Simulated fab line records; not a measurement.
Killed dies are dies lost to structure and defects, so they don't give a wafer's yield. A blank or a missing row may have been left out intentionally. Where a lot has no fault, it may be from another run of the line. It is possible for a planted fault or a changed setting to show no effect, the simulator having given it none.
fab line records	flow nand_harc
[record] lots = 15	wafers = 42	last_day = 24
route steps=1159 shown A_ZERO_WELL@404 A_SOURCE_PLATE@416 A_ONON_D1@438
lots untouched by any fault: they come from a run of this same line in which no faults occurred
start_h: start of the lot's first displayed wafer, in hours after the record's first day	wait_h: time in hours since the lot's previous step	" unchanged from the row above	L1.1+2: one row covering several wafers at once	- either no value or no given start	* or withheld: withheld	< > ~ a bound
route shown NAME@n: names a module that has steps shown in the file, with the first one's number in the route	usual: the fault-free wafers' mean and standard deviation	same: alike in all rows	chamber/n: place in a boat	sites: the reading at each site	_std_site: standard deviation across them	_edge_site: outer sites' mean less inner sites'	radius_mm: how far each site lies from the wafer's centre	mask NAME#n: copy n	behind: tool/chamber where the wafer was last shaped	hold: cause of the lot's hold/its duration in hours/its outcome	device: transistor that didn't switch, given as n, p or np	end of line: tests run on the same wafers once the route is complete	for a step that has no rows: nothing shown but its recipe	killed: dies lost to structure and defects at the first sort, not the wafer's yield	map: shows each die of a wafer: x if killed, . if not, _ if none is there
set.NAME: the run value of the setting; set.NAME@STEP: its run value at that earlier step	model.NAME: the simulator's own value behind a step, which no gauge read
route steps across a sampled set of lots; one table per step, one row per wafer
services: the hour from which a tool's chamber was out of use, counted from the record's first day as start_h (under 0 if before that day), plus the number of hours and why
[[steps]]
[step NHARC_A_ZERO_WELL_ETCH_19]
[recipe] target_depth_a = 800	overetch_a = 240	time_s = 87.88	ion_energy_ev = 200	n2_flow_sccm = 150	h2_flow_sccm = 150	ar_flow_sccm = 0	rf_w = 400	bias_w = 150	chemistry = N2/H2
[usual] bias_w = 150.0/0.44	drypump_motor_current_A = 5.77/0.28	oes_product_au = 0.998/0.014	rf_vpp_V = 431.3/2.4	showerhead_plenum_p_Torr = 2.07/0.084	throttle_valve_pct = 14.171/0.0089
lot.wafer	tool	chamber	start_h	wait_h	bias_w	drypump_motor_current_A	oes_product_au	rf_hours_counter_h	rf_vpp_V	showerhead_plenum_p_Torr	throttle_valve_pct
L465.2	rie_diel-06	0	147.26	0.1	149.9	6.16	1.000	5	432.8	2.16	14.174
L465.3	"	3	"	"	151.0	5.79	1.012	6	429.8	2.00	14.178
L465.5	"	1	"	"	150.3	6.09	0.972	-	427.1	1.95	14.185
L467.2	rie_diel-03	2	154.76	0.1	150.7	5.62	1.001	10	434.1	2.10	14.169
L467.3	"	0	"	"	149.8	5.86	1.020	11	432.5	2.12	14.167
L467.4	"	1	"	"	150.8	4.94	1.012	10	430.3	2.03	14.186
L471.4	rie_diel-04	2	167.64	0.1	149.8	6.05	0.989	4	429.9	1.98	14.180
L471.2	"	1	"	"	149.8	5.69	0.986	3	427.6	1.97	14.195
L472.3	rie_diel-03	3	176.91	0.1	150.5	5.58	0.995	13	430.1	2.02	14.156
L472.2	"	0	"	"	149.7	5.84	1.015	12	433.4	2.12	14.167
L475.4	rie_diel-06	2	193.74	0.1	150.1	5.49	1.014	9	436.8	2.21	14.181
L475.1	"	0	"	"	149.7	6.15	1.002	7	433.3	2.16	14.176
L479.1	rie_diel-03	3	206.87	0.1	150.7	5.60	1.006	17	429.9	2.01	14.180
L479.5	"	3	"	"	150.1	5.59	1.002	-	428.9	2.01	14.176
L479.4	"	0	"	"	150.1	5.86	1.002	-	433.5	2.12	14.176
L478.3	rie_diel-06	2	212.03	0.1	149.7	5.46	1.014	10	434.1	2.20	14.172
L478.1	"	3	"	"	149.9	5.82	1.003	10	429.3	1.99	14.164
L478.5	"	1	"	"	150.5	6.12	0.974	-	428.2	1.95	14.168
L480.4	rie_diel-06	0	224.34	0.1	149.5	6.16	0.982	8	433.1	2.16	14.169
L480.3	"	3	"	"	150.2	5.83	1.007	10	428.9	1.99	14.171
L480.5	"	0	"	"	150.2	6.13	0.985	-	433.8	2.16	14.161
L481.1	rie_diel-06	0	231.30	0.1	150.3	6.15	0.982	9	433.4	2.16	14.168
L481.3	"	1	"	"	149.6	6.11	0.975	11	428.4	1.95	14.163
L481.5	"	3	"	"	150.5	5.81	1.005	-	428.9	1.99	14.163
L482.3	rie_diel-04	3	232.69	0.1	149.6	5.97	0.996	8	433.2	2.11	14.183
L482.1	"	1	"	"	149.7	5.72	0.981	6	429.7	1.97	14.167
L482.6	"	0	"	"	149.6	5.79	0.999	-	433.0	2.12	14.168
L483.2	rie_diel-04	2	251.75	0.1	150.3	6.03	1.000	10	429.6	1.98	14.169
L483.1	"	0	"	"	151.2	5.73	1.018	10	431.3	2.12	14.149
L483.6	"	1	"	"	150.0	5.71	0.975	-	428.7	1.97	14.173
L485.1	rie_diel-03	3	252.53	0.1	150.0	5.59	1.031	5	428.8	2.01	14.173
L485.3	"	0	"	"	149.2	5.89	1.016	-	432.7	2.12	14.172
L485.6	"	0	"	"	149.6	5.87	1.026	-	433.0	2.12	14.181
L486.5	rie_diel-06	2	261.10	0.1	149.6	5.43	0.987	-	435.9	2.20	14.178
L486.6	"	3	"	"	149.7	5.79	0.999	-	430.3	1.99	14.175
L486.4	"	0	"	"	149.4	6.13	0.993	-	434.2	2.16	14.169
L487.2	rie_diel-03	3	261.36	0.1	149.9	5.59	1.005	6	429.4	2.01	14.177
L487.1	"	0	"	"	149.3	5.88	1.001	6	433.8	2.12	14.160
L487.5	"	0	"	"	149.5	5.90	1.005	-	433.0	2.12	14.177
L488.1	rie_diel-03	2	267.77	0.1	150.7	5.64	0.973	3	431.5	2.10	14.163
L488.2	"	3	"	"	150.7	5.58	1.008	7	429.7	2.01	14.169
L488.5	"	0	"	"	149.5	5.86	0.999	-	431.9	2.12	14.166
[step NHARC_A_SOURCE_PLATE_THK_MEAS_09]
[recipe] thk_meas_gauge = ellipsometry
[usual] thk_nm = 9.7/1.1
lot.wafer	tool	chamber	start_h	wait_h	thk_nm
L465.2	film_metro-01	-	153.49	0.4	8.7
L465.3	"	-	"	"	8.1
L465.5	"	-	"	"	8.6
L467.2	film_metro-01	-	164.34	0.4	11.4
L467.3	"	-	"	"	9.4
L467.4	"	-	"	"	11.3
L471.2	film_metro-01	-	176.32	0.4	10.4
L471.4	"	-	"	"	11.1
L472.2	film_metro-02	-	185.29	0.4	9.1
L472.3	"	-	"	"	8.8
L475.1	film_metro-01	-	202.39	0.4	8.6
L475.4	"	-	"	"	9.5
L479.1	film_metro-01	-	218.68	0.4	9.0
L479.4	"	-	"	"	8.5
L479.5	"	-	"	"	10.6
L478.1	film_metro-02	-	218.68	0.4	9.6
L478.3	"	-	"	"	9.0
L478.5	"	-	"	"	9.2
L480.3	film_metro-02	-	233.54	0.4	11.9
L480.4	"	-	"	"	8.2
L480.5	"	-	"	"	9.5
L481.1	film_metro-01	-	239.96	0.4	10.2
L481.3	"	-	"	"	10.0
L481.5	"	-	"	"	8.7
L482.1	film_metro-02	-	239.96	0.4	9.7
L482.3	"	-	"	"	9.0
L482.6	"	-	"	"	8.2
L483.1	film_metro-01	-	260.87	0.4	10.3
L483.2	"	-	"	"	10.0
L483.6	"	-	"	"	9.5
L485.1	film_metro-02	-	260.87	0.4	10.6
L485.3	"	-	"	"	9.9
L485.6	"	-	"	"	9.5
L487.1	film_metro-02	-	269.78	0.4	9.2
L487.2	"	-	"	"	10.7
L487.5	"	-	"	"	8.5
L486.4	film_metro-01	-	269.78	0.4	10.3
L486.5	"	-	"	"	9.1
L486.6	"	-	"	"	8.0
L488.1	film_metro-01	-	278.98	0.4	10.0
L488.2	"	-	"	"	9.5
L488.5	"	-	"	"	10.0
[step NHARC_A_ONON_D1_DEP_19]
[recipe] target_thk_a = 10000	n2_flow_sccm = 2750	n2o_flow_sccm = 2000	nh3_flow_sccm = 500	sih4_flow_sccm = 210	temp_c = 400
[usual] susceptor_temp_C = 399.99/0.24
lot.wafer	tool	chamber	start_h	wait_h	susceptor_temp_C
L465.2	pecvd_onon-04	0	180.76	0.1	399.72
L465.3	"	0	"	"	399.85
L465.5	"	0	"	"	399.77
L467.2	pecvd_onon-04	0	187.36	0.1	400.15
L467.3	"	0	"	"	400.38
L467.4	"	0	"	"	400.03
L471.2	pecvd_onon-04	0	199.34	0.1	399.77
L471.4	"	0	"	"	399.70
L472.2	pecvd_onon-04	0	208.90	0.1	399.69
L472.3	"	0	"	"	399.82
L475.1	pecvd_onon-04	0	225.18	0.1	399.98
L475.4	"	0	"	"	400.09
L479.1	pecvd_onon-02	0	242.89	0.1	399.89
L479.4	"	0	"	"	400.10
L479.5	"	0	"	"	399.53
L478.1	pecvd_onon-03	0	243.03	0.2	399.70
L478.3	"	0	"	"	399.96
L478.5	"	0	"	"	399.96
L480.3	pecvd_onon-03	0	260.74	0.2	399.33
L480.4	"	0	"	"	399.53
L480.5	"	0	"	"	399.77
L482.1	pecvd_onon-03	0	263.81	0.1	400.26
L482.3	"	0	"	"	400.30
L482.6	"	0	"	"	400.29
L481.1	pecvd_onon-02	0	263.81	0.1	400.41
L481.3	"	0	"	"	400.40
L481.5	"	0	"	"	400.45
L483.1	pecvd_onon-04	0	281.90	0.1	400.01
L483.2	"	0	"	"	399.97
L483.6	"	0	"	"	399.84
L485.1	pecvd_onon-02	0	281.91	0.1	399.47
L485.3	"	0	"	"	399.47
L485.6	"	0	"	"	399.91
L487.1	pecvd_onon-02	0	293.01	0.1	400.10
L487.2	"	0	"	"	399.94
L487.5	"	0	"	"	399.65
L486.4	pecvd_onon-04	0	293.15	0.2	399.96
L486.5	"	0	"	"	400.12
L486.6	"	0	"	"	400.00
L488.1	pecvd_onon-04	0	302.14	0.1	400.16
L488.2	"	0	"	"	400.44
L488.5	"	0	"	"	400.11
[step NHARC_A_ONON_D1_THK_MEAS_21]
[recipe] thk_meas_gauge = ellipsometry
[usual] thk_nm = 997/10
lot.wafer	tool	chamber	start_h	wait_h	thk_nm
L465.2	film_metro-02	-	181.22	-	981
L465.3	"	-	"	"	982
L465.5	"	-	"	"	981
L467.2	film_metro-01	-	187.81	-	977
L467.3	"	-	"	"	976
L467.4	"	-	"	"	976
L471.2	film_metro-01	-	199.80	-	1504
L471.4	"	-	"	"	1003
L472.2	film_metro-02	-	209.35	-	1510
L472.3	"	-	"	"	1009
L475.1	film_metro-02	-	225.69	-	1507
L475.4	"	-	"	"	1003
L479.1	film_metro-02	-	243.40	-	1011
L479.4	"	-	"	"	1008
L479.5	"	-	"	"	1008
L478.1	film_metro-02	-	243.54	-	989
L478.3	"	-	"	"	991
L478.5	"	-	"	"	989
L480.3	film_metro-01	-	261.13	-	990
L480.4	"	-	"	"	990
L480.5	"	-	"	"	990
L481.1	film_metro-01	-	264.32	-	1004
L481.3	"	-	"	"	1003
L481.5	"	-	"	"	1004
L482.1	film_metro-02	-	264.33	-	989
L482.3	"	-	"	"	992
L482.6	"	-	"	"	990
L483.1	film_metro-02	-	282.41	-	1006
L483.2	"	-	"	"	1004
L483.6	"	-	"	"	1004
L485.1	film_metro-01	-	282.42	-	1010
L485.3	"	-	"	"	1010
L485.6	"	-	"	"	1011
L486.4	film_metro-02	-	293.49	-	997
L486.5	"	-	"	"	998
L486.6	"	-	"	"	995
L487.1	film_metro-01	-	293.54	-	1002
L487.2	"	-	"	"	1001
L487.5	"	-	"	"	1002
L488.1	film_metro-02	-	302.65	-	992
L488.2	"	-	"	"	991
L488.5	"	-	"	"	990
[step NHARC_A_ONON_D1_THK_MEAS_24]
[recipe] thk_meas_gauge = ellipsometry
[usual] thk_nm = 998/10
lot.wafer	tool	chamber	start_h	wait_h	thk_nm
L465.2	film_metro-01	-	181.78	-	999
L465.3	"	-	"	"	996
L465.5	"	-	"	"	1000
L467.2	film_metro-02	-	188.38	-	1005
L467.3	"	-	"	"	1007
L467.4	"	-	"	"	1007
L471.2	film_metro-01	-	200.36	-	1019
L471.4	"	-	"	"	1018
L472.2	film_metro-01	-	209.91	-	995
L472.3	"	-	"	"	996
L475.1	film_metro-01	-	226.28	-	1003
L475.4	"	-	"	"	1004
L479.1	film_metro-02	-	243.96	-	984
L479.4	"	-	"	"	982
L479.5	"	-	"	"	983
L478.1	film_metro-01	-	244.11	-	996
L478.3	"	-	"	"	995
L478.5	"	-	"	"	992
L480.3	film_metro-02	-	261.70	-	1022
L480.4	"	-	"	"	1020
L480.5	"	-	"	"	1020
L481.1	film_metro-02	-	264.89	-	990
L481.3	"	-	"	"	989
L481.5	"	-	"	"	988
L482.1	film_metro-01	-	264.90	-	989
L482.3	"	-	"	"	989
L482.6	"	-	"	"	989
L485.1	film_metro-02	-	282.98	-	980
L485.3	"	-	"	"	980
L485.6	"	-	"	"	977
L483.1	film_metro-02	-	282.99	-	997
L483.2	"	-	"	"	997
L483.6	"	-	"	"	997
L486.4	film_metro-02	-	294.05	-	1004
L486.5	"	-	"	"	1003
L486.6	"	-	"	"	1005
L487.1	film_metro-01	-	294.13	-	985
L487.2	"	-	"	"	984
L487.5	"	-	"	"	985
L488.1	film_metro-02	-	303.21	-	1001
L488.2	"	-	"	"	1000
L488.5	"	-	"	"	1000
[[services]]
tool	chamber	start_h	hours	kind
rie_diel-03	0	133.67	2.8	repair
rie_diel-03	0	145.44	-	clean
rie_diel-03	1	145.44	-	clean
pecvd_onon-03	-	153.00	13.0	pm
rie_diel-03	0	160.57	5.6	repair
rie_diel-06	3	165.73	2.3	repair
rie_diel-04	1	174.27	6.7	repair
rie_diel-03	1	174.43	8.0	repair
rie_diel-03	2	194.04	20.2	repair
rie_diel-06	0	200.61	12.9	repair
rie_diel-04	0	203.80	3.2	repair
rie_diel-04	1	206.23	5.3	repair
rie_diel-04	2	209.98	23.8	repair
rie_diel-03	-	215.44	9.0	pm
rie_diel-04	1	223.69	8.3	repair
rie_diel-03	1	228.37	71.2	repair
rie_diel-03	2	234.15	23.1	repair
pecvd_onon-04	-	237.21	13.0	pm
rie_diel-06	-	241.20	9.0	pm
rie_diel-06	1	252.65	23.2	repair
rie_diel-03	3	288.14	4.7	repair
rie_diel-04	-	288.90	9.0	pm
rie_diel-06	0	290.54	25.6	repair
pecvd_onon-02	-	302.34	13.0	pm
[[key]]
[first_sign] step = NHARC_A_ONON_D1_THK_MEAS_21	reading = thk_nm	direction = up	sigmas = 49	usual = 997	struck = 1507
effect none on later readings
met_at NHARC_A_ONON_D1_DEP_19
struck_lots L471,L472,L475
struck_wafers L471.2,L472.2,L475.1
sort_left_out L471.2,L472.2,L475.1
tester_left_out L471,L472,L475
not_acting_at NHARC_A_ZERO_WELL_ETCH_19,NHARC_A_SOURCE_PLATE_THK_MEAS_09,NHARC_A_ONON_D1_THK_MEAS_24
onset_between 187.36 199.34
[fault] kind = process_parameter_drift	tool = pecvd_onon-04	chamber = -	onset_h = 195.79	steps = NHARC_A_ONON_D1_DEP_19	channel = target_thk_a	offset = *	shape = step	end_h = 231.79	scope = struck_wafers_only	acts_in = *	stated = *
// tester_left_out: of these lots the tester's yield and bins aren't shown, on N5 and GAA mostly nor the transistor test; their killed dies are dies lost to structure and defects alone, not to doping, threshold or leakage, so they don't give the yield
// sort_left_out: the simulated sort isn't trusted on such a fault, so these wafers' sort isn't shown, and their yield isn't known
